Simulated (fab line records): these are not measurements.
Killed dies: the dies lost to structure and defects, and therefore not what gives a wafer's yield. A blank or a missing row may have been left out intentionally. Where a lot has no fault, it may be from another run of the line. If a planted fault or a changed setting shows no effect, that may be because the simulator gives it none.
fab line records	flow nandHarc
record: lots: 24	wafers: 72	lastDay: 33
route steps=1302 shown P_BONDPAD@376 A_CHANNEL_HOLE_D1@467 A_CHANNEL_FILL_D1@493 A_DECK1_JOINT@527
lots that met no fault: from a run of the same line without faults
startH: start of the lot's first displayed wafer, in hours after the record's first day	waitH: hours since the lot's step before	" unchanged from the row above	L1.1+2: one row covering several wafers at once	- no value, or no start given	* or withheld: withheld	< > ~ a bound
route shown NAME@n: a module of which the file shows steps, and the number in the route of the first	usual: mean/standard deviation taken from wafers without a fault	same: alike in all rows	chamber/n: place in a boat	sites: each site's reading	_std_site: standard deviation across them	_edge_site: outer sites' mean less inner sites'	radiusMm: how far each site lies from the wafer's centre	mask NAME#n: copy n	behind: the last tool/chamber to shape the wafer	hold: why the lot was held/for how many hours/how that ended	device: which transistor (n, p or np) failed to switch	end of line: tests run on the same wafers once the route is complete	step lacking rows: just its recipe	killed: the dies lost at the first sort to structure and to defects; this is not the yield of the wafer	map: per-die view of a wafer (x killed, . not killed, _ where there is no die)
set.NAME: setting as actually run; set.NAME@STEP: the setting as run at that earlier step	model.NAME: the simulator's own value behind a step, which no gauge read
route steps across a sampled set of lots; one table per step, one row per wafer
services: when a tool's chamber went out of use (startH, in hours from the record's first day, below 0 if earlier), for how many hours, and the reason
== steps ==
step: NHARC_P_BONDPAD_PVD_17
recipe: targetThkA: 50	biasV: 168.6	powerW: 15000	chamberPressurePa: 0.12	timeS: 8.06	substrateTempC: 50	material: TaN
usual: biasV: 168.6/1.5	throttleValvePct: 29.6/0.87
same: timeS: 8.06
lot.wafer	tool	chamber	startH	waitH	biasV	throttleValvePct
L074.1	pvdSputter-02	-	-	-	170.8	31.5
L074.4	"	-	"	"	166.1	28.1
L074.6	"	-	"	"	169.0	30.5
L075.2	pvdSputter-01	-	-	-	165.7	28.3
L075.1	"	-	"	"	167.8	29.5
L075.5	"	-	"	"	168.1	29.1
L076.2	pvdSputter-03	-	-	-	168.0	29.8
L076.3	"	-	"	"	167.5	29.0
L076.1	"	-	"	"	169.2	29.7
L078.2	pvdSputter-02	-	-	-	169.0	28.5
L078.6	"	-	"	"	169.6	31.7
L078.5	"	-	"	"	167.4	30.7
L077.2	pvdSputter-02	-	-	-	166.6	30.4
L077.1	"	-	"	"	169.4	28.2
L077.5	"	-	"	"	168.8	28.8
L079.1	pvdSputter-02	-	-	-	167.2	28.4
L079.6	"	-	"	"	166.2	31.5
L079.5	"	-	"	"	170.8	30.3
L081.3	pvdSputter-03	-	-	-	168.1	29.8
L081.2	"	-	"	"	168.7	29.2
L081.6	"	-	"	"	165.6	29.8
L080.3	pvdSputter-02	-	-	-	170.0	28.4
L080.4	"	-	"	"	167.8	28.7
L080.6	"	-	"	"	169.1	28.4
L082.2	pvdSputter-03	-	-	-	168.8	29.8
L082.1	"	-	"	"	167.8	29.5
L082.6	"	-	"	"	170.6	29.8
L083.2	pvdSputter-03	-	-	-	169.2	29.2
L083.1	"	-	"	"	171.3	29.4
L083.6	"	-	"	"	167.4	29.3
L084.3	pvdSputter-02	-	-	-	169.1	28.2
L084.4	"	-	"	"	167.0	29.0
L084.5	"	-	"	"	168.1	28.5
L085.2	pvdSputter-03	-	-	-	167.7	29.1
L085.4	"	-	"	"	169.6	29.8
L085.6	"	-	"	"	167.9	29.3
L086.3	pvdSputter-01	-	-	-	167.7	29.1
L086.4	"	-	"	"	168.9	29.7
L086.6	"	-	"	"	168.5	29.0
L087.3	pvdSputter-01	-	-	-	168.9	29.3
L087.4	"	-	"	"	169.4	29.4
L087.1	"	-	"	"	173.6	29.3
L088.4	pvdSputter-03	-	-	-	168.0	29.0
L088.3	"	-	"	"	166.8	29.9
L088.1	"	-	"	"	168.9	29.6
L089.3	pvdSputter-01	-	-	-	169.1	29.6
L089.4	"	-	"	"	167.1	29.3
L089.1	"	-	"	"	168.3	29.4
L090.4	pvdSputter-01	-	-	-	170.1	29.3
L090.3	"	-	"	"	170.5	28.9
L090.1	"	-	"	"	166.5	29.4
L091.3	pvdSputter-01	-	-	-	167.5	29.2
L091.5	"	-	"	"	168.0	29.2
L091.6	"	-	"	"	165.6	29.4
L092.2	pvdSputter-03	-	-	-	168.5	29.4
L092.1	"	-	"	"	167.2	29.2
L092.5	"	-	"	"	169.6	30.1
L093.1	pvdSputter-03	-	-	-	171.2	30.0
L093.4	"	-	"	"	166.9	29.5
L093.6	"	-	"	"	169.7	29.8
L094.1	pvdSputter-03	-	-	-	167.9	29.4
L094.2	"	-	"	"	172.1	29.4
L094.5	"	-	"	"	166.9	29.5
L095.4	pvdSputter-02	-	-	-	168.6	27.7
L095.1	"	-	"	"	166.0	31.7
L095.5	"	-	"	"	166.3	27.7
L096.4	pvdSputter-01	-	-	-	166.9	29.2
L096.2	"	-	"	"	168.3	29.3
L096.3	"	-	"	"	171.4	29.0
L097.1	pvdSputter-02	-	-	-	167.6	30.0
L097.3	"	-	"	"	169.1	27.7
L097.6	"	-	"	"	171.2	30.5
step: NHARC_A_CHANNEL_HOLE_D1_ETCH_39
recipe: targetDepthA: 2600	overEtchFrac: 0.3	timeS: 325	ionEnergyEv: 200	n2FlowSccm: 150	h2FlowSccm: 150	arFlowSccm: 0	rfW: 400	biasW: 150	chemistry: N2/H2
usual: drypumpMotorCurrentA: 5.9/0.43	h2FlowSccm: 150.0/0.4	oesProductAu: 1.000/0.013	rfVppV: 430.7/2.5	showerheadPlenumPTorr: 2.05/0.089	throttleValvePct: 14.170/0.0093
same: timeS: 325
lot.wafer	tool	chamber	startH	waitH	drypumpMotorCurrentA	h2FlowSccm	oesProductAu	rfHoursCounterH	rfVppV	showerheadPlenumPTorr	throttleValvePct
L075.2	rieDiel-04	1	-	-	5.7	150.3	0.998	0	427.5	1.93	14.172
L075.1	"	0	"	"	5.7	149.6	1.012	0	429.3	2.01	14.164
L075.5	"	1	"	"	5.7	149.9	0.992	-	428.9	1.93	14.184
L074.1	rieDiel-03	1	-	-	5.9	149.7	1.008	5	427.6	1.99	14.171
L074.4	"	2	"	"	6.6	150.4	0.993	5	430.4	2.05	14.158
L074.6	"	2	"	"	6.6	150.1	1.011	-	431.0	2.05	14.167
L076.1	rieDiel-03	3	-	-	5.4	150.4	0.997	6	431.0	2.12	14.169
L076.3	"	0	"	"	5.7	149.7	1.013	7	431.7	2.11	14.182
L076.2	"	1	"	"	6.0	149.6	0.996	6	429.8	1.99	14.162
L078.2	rieDiel-03	0	-	-	5.7	149.9	1.011	7	432.1	2.11	14.179
L078.6	"	3	"	"	5.4	149.8	0.997	-	432.8	2.12	14.166
L078.5	"	0	"	"	5.7	149.9	1.010	-	431.3	2.11	14.186
L077.2	rieDiel-04	1	-	-	5.7	149.7	0.990	10	426.7	1.93	14.169
L077.1	"	2	"	"	5.9	150.1	0.993	12	426.9	1.90	14.171
L077.5	"	2	"	"	5.9	149.5	1.003	-	426.0	1.90	14.180
L079.1	rieDiel-06	2	-	-	5.3	149.6	0.988	32	426.7	1.89	14.168
L079.5	"	1	"	"	6.8	150.3	1.002	-	434.5	2.21	14.167
L079.6	"	2	"	"	5.3	150.3	0.990	-	426.3	1.89	14.166
L081.3	rieDiel-03	3	-	-	5.5	150.6	1.008	9	434.3	2.12	14.178
L081.2	"	0	"	"	5.7	149.3	1.012	9	434.3	2.11	14.167
L081.6	"	1	"	"	5.9	150.3	1.006	-	427.7	1.99	14.168
L080.4	rieDiel-06	1	-	-	6.8	149.8	1.008	37	436.3	2.20	14.181
L080.3	"	3	"	"	6.0	149.6	0.988	37	433.5	2.11	14.167
L080.6	"	1	"	"	6.8	149.5	0.992	-	434.9	2.20	14.159
L082.2	rieDiel-03	3	-	-	5.5	150.0	1.013	11	432.9	2.12	14.168
L082.1	"	1	"	"	5.9	150.1	1.002	10	429.8	1.99	14.174
L082.6	"	3	"	"	5.5	149.4	1.006	-	433.5	2.12	14.180
L083.1	rieDiel-06	0	-	-	5.8	150.5	0.996	49	433.5	2.12	14.179
L083.2	"	2	"	"	5.3	149.3	0.989	46	427.4	1.89	14.181
L083.6	"	0	"	"	5.7	150.6	0.995	-	431.8	2.12	14.176
L084.3	rieDiel-06	0	-	-	5.8	149.6	0.988	52	431.4	2.12	14.158
L084.4	"	2	"	"	5.2	150.0	0.999	-	424.7	1.89	14.150
L084.5	"	3	"	"	6.0	149.7	0.973	-	431.7	2.11	14.174
L085.2	rieDiel-06	2	-	-	5.3	149.8	0.995	50	426.7	1.89	14.156
L085.4	"	1	"	"	6.8	150.1	1.003	51	434.2	2.20	14.185
L085.6	"	2	"	"	5.2	149.7	0.987	-	428.1	1.89	14.171
L086.3	rieDiel-03	3	-	-	5.4	149.9	0.993	0	432.2	2.11	14.190
L086.4	"	1	"	"	5.9	149.9	1.007	0	429.3	1.99	14.175
L086.6	"	0	"	"	5.7	150.2	1.019	-	432.5	2.11	14.162
L087.3	rieDiel-03	1	-	-	5.9	150.4	1.019	2	427.7	1.99	14.160
L087.1	"	2	"	"	6.6	150.4	1.018	2	429.6	2.05	14.158
L087.4	"	3	"	"	5.5	150.5	0.999	2	431.4	2.11	14.160
L088.4	rieDiel-04	1	-	-	5.7	150.2	0.971	45	428.0	1.92	14.158
L088.1	"	2	"	"	6.0	150.9	0.980	44	427.1	1.89	14.169
L088.3	"	3	"	"	6.3	149.8	0.993	42	426.7	1.89	14.165
L089.3	rieDiel-03	3	-	-	5.4	150.4	0.978	3	432.6	2.11	14.164
L089.4	"	0	"	"	5.7	149.8	1.022	3	432.6	2.11	14.165
L089.1	"	2	"	"	6.6	149.8	1.013	3	432.5	2.05	14.179
L090.1	rieDiel-03	0	-	-	5.7	149.9	1.016	5	432.7	2.11	14.175
L090.3	"	1	"	"	5.9	149.8	1.014	5	427.8	1.99	14.145
L090.4	"	2	"	"	6.6	150.0	1.005	4	431.2	2.05	14.192
L091.3	rieDiel-03	3	-	-	5.5	150.5	0.980	5	433.1	2.11	14.160
L091.6	"	2	"	"	6.6	149.9	1.013	-	431.6	2.05	14.159
L091.5	"	3	"	"	5.4	150.4	0.972	-	432.5	2.11	14.164
L093.4	rieDiel-03	0	-	-	5.7	150.6	1.018	7	432.4	2.10	14.182
L093.1	"	1	"	"	5.9	150.3	0.987	7	429.8	1.98	14.183
L093.6	"	1	"	"	6.0	150.3	1.008	-	429.0	1.99	14.170
L092.1	rieDiel-04	0	-	-	5.7	149.8	0.989	2	428.9	1.99	14.177
L092.2	"	2	"	"	6.0	149.5	1.013	2	435.5	2.22	14.162
L092.5	"	0	"	"	5.7	150.3	0.993	-	429.8	1.99	14.169
L094.1	rieDiel-03	3	-	-	5.4	150.4	0.986	7	433.1	2.11	14.181
L094.2	"	0	"	"	5.7	150.2	1.017	8	432.2	2.11	14.167
L094.5	"	0	"	"	5.7	150.7	1.016	-	431.2	2.11	14.158
L095.1	rieDiel-03	3	-	-	5.4	150.4	0.982	9	432.5	2.11	14.180
L095.4	"	0	"	"	5.7	149.9	1.011	10	431.7	2.10	14.174
L095.5	"	2	"	"	6.6	149.4	0.987	-	430.1	2.04	14.162
L096.4	rieDiel-03	2	-	-	6.6	149.9	1.000	10	430.6	2.04	14.178
L096.3	"	3	"	"	5.5	150.8	0.987	9	430.4	2.11	14.168
L096.2	"	0	"	"	5.7	150.4	1.017	10	432.3	2.10	14.161
L097.1	rieDiel-03	0	-	-	5.7	151.0	1.023	11	431.5	2.10	14.168
L097.3	"	2	"	"	6.6	149.7	1.002	10	430.1	2.04	14.164
L097.6	"	3	"	"	5.5	150.1	0.982	-	431.6	2.11	14.178
step: NHARC_A_CHANNEL_FILL_D1_ALD_03
recipe: targetThkA: 60	pulseTimeS: 60	aldCycles: 58	tempC: 630	pressureTorr: 2	material: SiNx
usual: chamberPressureTorr: 2.000/0.0047	precursorPulseHeightRel: 0.998/0.02
lot.wafer	tool	chamber	startH	waitH	chamberPressureTorr	precursorPulseHeightRel
L074.1	aldSinBatch-03	0	-	-	2.006	1.009
L074.4	"	0	"	"	2.008	0.979
L074.6	"	0	"	"	2.006	0.997
L075.1	aldSinBatch-03	0	-	-	1.991	0.995
L075.2	"	0	"	"	2.000	0.969
L075.5	"	0	"	"	1.999	0.995
L076.1	aldSinBatch-01	0	-	-	2.001	1.017
L076.2	"	0	"	"	1.993	0.983
L076.3	"	0	"	"	1.997	0.928
L077.1	aldSinBatch-03	0	-	-	2.002	1.035
L077.2	"	0	"	"	2.000	1.036
L077.5	"	0	"	"	1.998	0.980
L078.2	aldSinBatch-03	0	-	-	2.004	0.957
L078.5	"	0	"	"	2.003	0.990
L078.6	"	0	"	"	2.002	0.995
L079.1	aldSinBatch-01	0	-	-	2.000	1.009
L079.5	"	0	"	"	1.999	1.005
L079.6	"	0	"	"	1.996	1.018
L080.3	aldSinBatch-02	0	-	-	1.997	0.998
L080.4	"	0	"	"	2.004	1.002
L080.6	"	0	"	"	1.996	0.985
L081.2	aldSinBatch-02	0	-	-	2.005	0.972
L081.3	"	0	"	"	1.999	1.014
L081.6	"	0	"	"	2.000	0.993
L082.1	aldSinBatch-03	0	-	-	1.996	1.023
L082.2	"	0	"	"	1.994	1.020
L082.6	"	0	"	"	1.998	0.994
L083.1	aldSinBatch-03	0	-	-	1.994	0.989
L083.2	"	0	"	"	1.997	1.039
L083.6	"	0	"	"	1.990	0.978
L084.3	aldSinBatch-03	0	-	-	2.002	0.975
L084.4	"	0	"	"	2.005	1.002
L084.5	"	0	"	"	2.001	1.005
L085.2	aldSinBatch-01	0	-	-	2.000	1.018
L085.4	"	0	"	"	2.000	1.008
L085.6	"	0	"	"	2.011	0.987
L086.3	aldSinBatch-01	0	-	-	1.998	0.993
L086.4	"	0	"	"	2.000	1.020
L086.6	"	0	"	"	2.003	1.015
L087.1	aldSinBatch-03	0	-	-	1.995	1.006
L087.3	"	0	"	"	1.999	0.982
L087.4	"	0	"	"	1.995	1.012
L088.1	aldSinBatch-02	0	-	-	1.996	0.993
L088.3	"	0	"	"	1.995	0.997
L088.4	"	0	"	"	1.995	0.996
L089.1	aldSinBatch-02	0	-	-	2.000	1.027
L089.3	"	0	"	"	2.000	0.996
L089.4	"	0	"	"	2.000	1.025
L090.1	aldSinBatch-02	0	-	-	1.998	0.976
L090.3	"	0	"	"	2.004	1.015
L090.4	"	0	"	"	2.002	1.035
L091.3	aldSinBatch-01	0	-	-	1.997	0.990
L091.5	"	0	"	"	1.998	0.978
L091.6	"	0	"	"	1.990	1.029
L093.1	aldSinBatch-01	0	-	-	2.004	1.032
L093.4	"	0	"	"	2.002	0.974
L093.6	"	0	"	"	1.995	0.996
L092.1	aldSinBatch-01	0	-	-	2.001	1.022
L092.2	"	0	"	"	2.003	0.998
L092.5	"	0	"	"	1.997	1.023
L094.1	aldSinBatch-01	0	-	-	2.001	0.998
L094.2	"	0	"	"	2.009	1.006
L094.5	"	0	"	"	2.006	1.019
L095.1	aldSinBatch-03	0	-	-	1.998	0.990
L095.4	"	0	"	"	1.990	0.965
L095.5	"	0	"	"	1.997	1.006
L096.2	aldSinBatch-03	0	-	-	1.998	1.032
L096.3	"	0	"	"	2.006	1.003
L096.4	"	0	"	"	2.000	1.007
L097.1	aldSinBatch-03	0	-	-	2.003	0.965
L097.3	"	0	"	"	2.011	1.018
L097.6	"	0	"	"	2.004	1.009
step: NHARC_A_CHANNEL_FILL_D1_THK_MEAS_06
recipe: thkMeasGauge: ellipsometry
usual: thkNm: 5.1/1
lot.wafer	tool	chamber	startH	waitH	thkNm
L074.1	filmMetro-02	-	238.26	0.4	3.8
L074.4	"	-	"	"	5.3
L074.6	"	-	"	"	5.5
L075.1	filmMetro-01	-	238.26	0.4	5.2
L075.2	"	-	"	"	4.9
L075.5	"	-	"	"	5.0
L076.1	filmMetro-02	-	255.90	0.4	7.1
L076.2	"	-	"	"	5.2
L076.3	"	-	"	"	7.3
L078.2	filmMetro-02	-	262.80	0.4	6.4
L078.5	"	-	"	"	4.9
L078.6	"	-	"	"	5.5
L077.1	filmMetro-01	-	262.82	0.4	4.4
L077.2	"	-	"	"	4.6
L077.5	"	-	"	"	6.9
L079.1	filmMetro-02	-	281.43	0.4	2.7
L079.5	"	-	"	"	6.3
L079.6	"	-	"	"	4.1
L081.2	filmMetro-02	-	289.14	0.4	3.5
L081.3	"	-	"	"	3.8
L081.6	"	-	"	"	3.8
L080.3	filmMetro-01	-	289.14	0.4	6.6
L080.4	"	-	"	"	6.1
L080.6	"	-	"	"	3.4
L082.1	filmMetro-02	-	305.01	0.4	6.8
L082.2	"	-	"	"	3.5
L082.6	"	-	"	"	4.8
L083.1	filmMetro-02	-	317.10	0.4	6.0
L083.2	"	-	"	"	4.7
L083.6	"	-	"	"	4.0
L084.3	filmMetro-02	-	335.90	0.4	5.0
L084.4	"	-	"	"	6.0
L084.5	"	-	"	"	4.6
L085.2	filmMetro-01	-	338.98	0.4	3.6
L085.4	"	-	"	"	3.4
L085.6	"	-	"	"	6.3
L086.3	filmMetro-02	-	346.93	0.4	6.1
L086.4	"	-	"	"	4.4
L086.6	"	-	"	"	6.4
L087.1	filmMetro-01	-	366.99	0.4	5.7
L087.3	"	-	"	"	5.7
L087.4	"	-	"	"	5.7
L088.1	filmMetro-01	-	375.18	0.4	4.4
L088.3	"	-	"	"	5.3
L088.4	"	-	"	"	5.0
L089.1	filmMetro-01	-	375.19	0.4	6.1
L089.3	"	-	"	"	5.0
L089.4	"	-	"	"	4.1
L090.1	filmMetro-02	-	389.21	0.4	4.8
L090.3	"	-	"	"	5.3
L090.4	"	-	"	"	4.2
L091.3	filmMetro-02	-	394.20	0.4	5.1
L091.5	"	-	"	"	4.7
L091.6	"	-	"	"	4.9
L093.1	filmMetro-01	-	419.53	0.4	5.4
L093.4	"	-	"	"	4.2
L093.6	"	-	"	"	5.6
L092.1	filmMetro-01	-	425.79	0.4	4.0
L092.2	"	-	"	"	6.0
L092.5	"	-	"	"	4.9
L094.1	filmMetro-01	-	430.92	0.4	6.1
L094.2	"	-	"	"	3.1
L094.5	"	-	"	"	5.1
L095.1	filmMetro-01	-	440.52	0.4	4.6
L095.4	"	-	"	"	4.5
L095.5	"	-	"	"	2.6
L096.2	filmMetro-02	-	440.52	0.4	3.9
L096.3	"	-	"	"	3.7
L096.4	"	-	"	"	5.7
L097.1	filmMetro-01	-	453.05	0.4	5.0
L097.3	"	-	"	"	5.1
L097.6	"	-	"	"	5.5
step: NHARC_A_CHANNEL_FILL_D1_ETCHBACK_08
recipe: targetDepthA: 2200	timeS: 110	c4f8FlowSccm: 20	arFlowSccm: withheld	rfW: 600	biasW: 300	chemistry: C4F8
usual: oesProductAu: 0.96/0.038	rfVppV: 440.6/2.8
same: timeS: 110
lot.wafer	tool	chamber	startH	waitH	oesProductAu	rfHoursCounterH	rfVppV
L075.1	rieDiel-12	0	-	-	1.00	5	435.8
L075.2	"	3	"	"	0.99	6	439.6
L075.5	"	1	"	"	1.00	-	441.5
L074.1	rieDiel-13	3	-	-	0.99	3	437.2
L074.4	"	1	"	"	1.00	3	443.0
L074.6	"	2	"	"	1.00	-	445.3
L076.2	rieDiel-12	1	-	-	0.91	9	442.4
L076.3	"	2	"	"	0.93	9	439.5
L076.1	"	3	"	"	0.92	7	438.5
L077.2	rieDiel-12	0	-	-	1.00	6	435.3
L077.1	"	2	"	"	1.01	9	440.2
L077.5	"	1	"	"	0.98	-	443.4
L078.2	rieDiel-10	2	-	-	1.01	2	440.1
L078.6	"	2	"	"	0.99	-	440.2
L078.5	"	3	"	"	0.98	-	443.8
L079.1	rieDiel-12	2	-	-	0.99	1	438.5
L079.6	"	1	"	"	0.98	-	443.7
L079.5	"	2	"	"	0.99	-	439.8
L081.3	rieDiel-12	3	-	-	0.99	1	439.3
L081.2	"	1	"	"	1.00	1	443.7
L081.6	"	1	"	"	1.00	-	443.0
L080.3	rieDiel-13	2	-	-	0.92	9	443.1
L080.4	"	3	"	"	0.90	7	438.2
L080.6	"	1	"	"	0.92	-	442.7
L082.2	rieDiel-12	3	-	-	0.91	1	438.6
L082.1	"	0	"	"	0.93	1	437.2
L082.6	"	1	"	"	0.92	-	443.3
L083.1	rieDiel-12	3	-	-	0.91	2	438.3
L083.2	"	1	"	"	0.91	2	444.3
L083.6	"	1	"	"	0.91	-	443.0
L084.3	rieDiel-10	2	-	-	1.00	6	440.0
L084.4	"	0	"	"	0.99	7	440.0
L084.5	"	2	"	"	1.01	-	439.2
L085.4	rieDiel-12	0	-	-	0.93	2	435.9
L085.2	"	1	"	"	0.92	2	442.5
L085.6	"	0	"	"	0.94	-	436.5
L086.3	rieDiel-10	2	-	-	0.93	7	440.8
L086.4	"	0	"	"	0.92	8	436.7
L086.6	"	1	"	"	0.94	-	446.2
L087.1	rieDiel-10	2	-	-	1.01	8	439.1
L087.3	"	3	"	"	1.00	9	445.0
L087.4	"	0	"	"	0.99	9	437.8
L089.3	rieDiel-10	2	-	-	0.93	9	440.1
L089.1	"	3	"	"	0.91	9	442.2
L089.4	"	0	"	"	0.92	10	438.5
L088.3	rieDiel-12	2	-	-	0.97	3	440.3
L088.4	"	3	"	"	0.95	4	437.6
L088.1	"	0	"	"	0.98	4	436.9
L090.4	rieDiel-12	0	-	-	0.94	5	435.7
L090.1	"	2	"	"	0.98	4	439.6
L090.3	"	3	"	"	0.90	5	440.8
L091.3	rieDiel-10	1	-	-	0.95	12	443.4
L091.6	"	0	"	"	0.94	-	438.8
L091.5	"	1	"	"	0.93	-	444.3
L093.1	rieDiel-12	2	-	-	0.91	5	438.0
L093.4	"	3	"	"	0.90	7	438.5
L093.6	"	2	"	"	0.90	-	439.4
L092.1	rieDiel-10	1	-	-	1.01	0	443.5
L092.2	"	3	"	"	1.01	0	443.6
L092.5	"	0	"	"	1.00	-	439.4
L094.2	rieDiel-10	1	-	-	1.01	0	444.4
L094.1	"	2	"	"	1.00	0	439.9
L094.5	"	0	"	"	1.00	-	440.0
L096.4	rieDiel-13	0	-	-	0.91	7	442.1
L096.3	"	1	"	"	0.94	7	442.1
L096.2	"	2	"	"	0.91	7	443.6
L095.1	rieDiel-10	0	-	-	0.93	1	438.3
L095.4	"	2	"	"	0.92	1	439.7
L095.5	"	0	"	"	0.92	-	438.6
L097.3	rieDiel-12	3	-	-	0.98	0	439.8
L097.1	"	2	"	"	1.00	0	440.5
L097.6	"	3	"	"	0.99	-	439.3
step: NHARC_A_DECK1_JOINT_CMP_13
recipe: targetThkNm: 51.023
usual: edgeZonePressureFrac: 1.001/0.0047	motorCurrentA: 12.0/0.57	timeToEndpointS: 8.6/2.8
lot.wafer	tool	chamber	startH	waitH	edgeZonePressureFrac	motorCurrentA	timeToEndpointS
L074.4	cmp-04	0	260.25	0.4	1.005	12.6	9.7
L074.1	"	1	"	"	0.998	13.1	9.5
L074.6	"	0	"	"	1.002	12.0	8.6
L075.1	cmp-01	0	260.36	0.5	1.005	10.8	6.9
L075.2	"	2	"	"	0.998	11.6	8.0
L075.5	"	0	"	"	0.999	11.2	4.7
L076.1	cmp-02	3	278.19	0.4	1.001	11.9	10.3
L076.3	"	0	"	"	1.001	12.1	11.3
L076.2	"	1	"	"	0.999	12.9	7.9
L078.2	cmp-02	1	285.29	0.4	1.001	12.1	5.4
L078.5	"	2	"	"	1.003	11.2	11.4
L078.6	"	3	"	"	0.996	12.6	8.9
L077.2	cmp-02	2	285.41	0.6	1.008	11.0	9.4
L077.1	"	3	"	"	0.996	12.4	6.8
L077.5	"	1	"	"	1.004	12.7	5.2
L079.1	cmp-01	0	306.22	0.4	1.006	11.3	3.3
L079.6	"	1	"	"	1.009	12.6	10.9
L079.5	"	2	"	"	0.997	11.6	4.6
L081.2	cmp-02	3	311.38	0.4	1.003	12.3	8.1
L081.3	"	0	"	"	0.993	11.5	8.8
L081.6	"	2	"	"	1.009	10.9	11.7
L080.3	cmp-01	2	311.38	0.4	0.997	11.9	4.7
L080.4	"	3	"	"	0.999	11.8	7.8
L080.6	"	1	"	"	1.003	12.6	9.9
L082.1	cmp-01	0	327.28	0.4	1.005	11.9	3.8
L082.2	"	2	"	"	1.005	11.5	6.5
L082.6	"	1	"	"	1.005	12.6	11.1
L083.1	cmp-02	0	339.84	0.4	0.999	10.9	10.7
L083.2	"	3	"	"	0.989	12.1	10.3
L083.6	"	0	"	"	0.998	11.3	10.3
L084.3	cmp-02	2	358.15	0.4	0.996	11.3	9.2
L084.4	"	1	"	"	0.996	12.9	4.8
L084.5	"	2	"	"	1.001	11.1	10.5
L085.4	cmp-01	3	362.52	0.4	1.002	12.3	7.0
L085.2	"	0	"	"	1.002	11.2	3.6
L085.6	"	2	"	"	1.001	11.6	7.3
L086.4	cmp-01	0	369.42	0.5	1.004	11.5	5.1
L086.3	"	1	"	"	0.996	12.6	10.2
L086.6	"	3	"	"	0.992	11.9	10.2
L087.3	cmp-04	1	391.84	0.4	1.001	12.9	9.7
L087.4	"	2	"	"	1.010	13.3	6.7
L087.1	"	0	"	"	0.999	12.4	7.7
L088.1	cmp-02	3	397.16	0.4	0.999	12.4	6.8
L088.3	"	1	"	"	0.992	12.5	6.0
L088.4	"	2	"	"	0.997	11.4	11.2
L089.1	cmp-01	1	397.16	0.4	1.000	12.2	12.2
L089.3	"	3	"	"	1.007	11.8	7.1
L089.4	"	0	"	"	0.997	11.3	5.9
L090.3	cmp-01	1	411.36	0.4	0.994	12.5	13.4
L090.1	"	2	"	"	1.001	12.4	8.4
L090.4	"	3	"	"	1.007	11.8	9.7
L091.3	cmp-01	1	416.44	0.4	0.993	12.3	12.6
L091.6	"	2	"	"	1.011	11.7	8.8
L091.5	"	3	"	"	0.994	11.9	11.2
L093.4	cmp-04	0	441.68	0.4	1.004	12.8	1.5
L093.1	"	1	"	"	1.001	13.2	7.3
L093.6	"	2	"	"	1.002	12.3	3.7
L092.2	cmp-01	0	447.90	0.4	1.004	11.8	8.9
L092.1	"	3	"	"	1.002	12.2	10.1
L092.5	"	0	"	"	0.990	11.1	7.7
L094.1	cmp-02	3	453.87	0.4	1.003	12.2	10.6
L094.2	"	0	"	"	1.007	12.2	10.2
L094.5	"	2	"	"	0.997	10.8	12.8
L096.4	cmp-04	3	462.66	0.4	1.004	12.1	12.3
L096.3	"	1	"	"	1.001	12.5	10.4
L096.2	"	2	"	"	1.004	12.2	7.9
L095.4	cmp-02	2	466.37	0.4	1.004	11.5	10.5
L095.1	"	0	"	"	0.991	11.8	10.0
L095.5	"	2	"	"	0.997	11.2	14.0
L097.1	cmp-01	1	475.05	0.4	0.999	12.0	11.0
L097.3	"	0	"	"	1.004	11.5	4.7
L097.6	"	1	"	"	1.004	12.3	11.1
== services ==
tool	chamber	startH	hours	kind
rieDiel-10	2	127.95	7.4	repair
cmp-02	-	136.05	4.0	pm
pvdSputter-03	-	170.08	10.0	pm
cmp-01	-	185.66	4.0	pm
cmp-02	-	234.05	4.0	pm
cmp-01	-	235.56	0.8	repair
rieDiel-10	-	242.50	9.0	pm
rieDiel-12	-	261.00	0.5	repair
cmp-02	-	262.00	1.5	repair
rieDiel-03	-	281.42	9.0	pm
cmp-01	-	283.66	4.0	pm
cmp-02	-	287.80	0.8	repair
rieDiel-12	2	289.92	39.2	repair
cmp-01	-	333.58	2.4	repair
rieDiel-03	3	372.16	2.7	repair
cmp-01	-	381.66	4.0	pm
cmp-01	-	420.63	2.9	repair
rieDiel-03	0	438.47	6.9	repair
rieDiel-12	1	443.09	2.8	repair
rieDiel-12	-	445.47	9.0	pm
rieDiel-03	0	447.18	1.7	repair
rieDiel-03	2	447.74	6.3	repair
rieDiel-03	-	458.42	9.0	pm
rieDiel-12	1	465.68	7.0	repair
== key ==
fault none
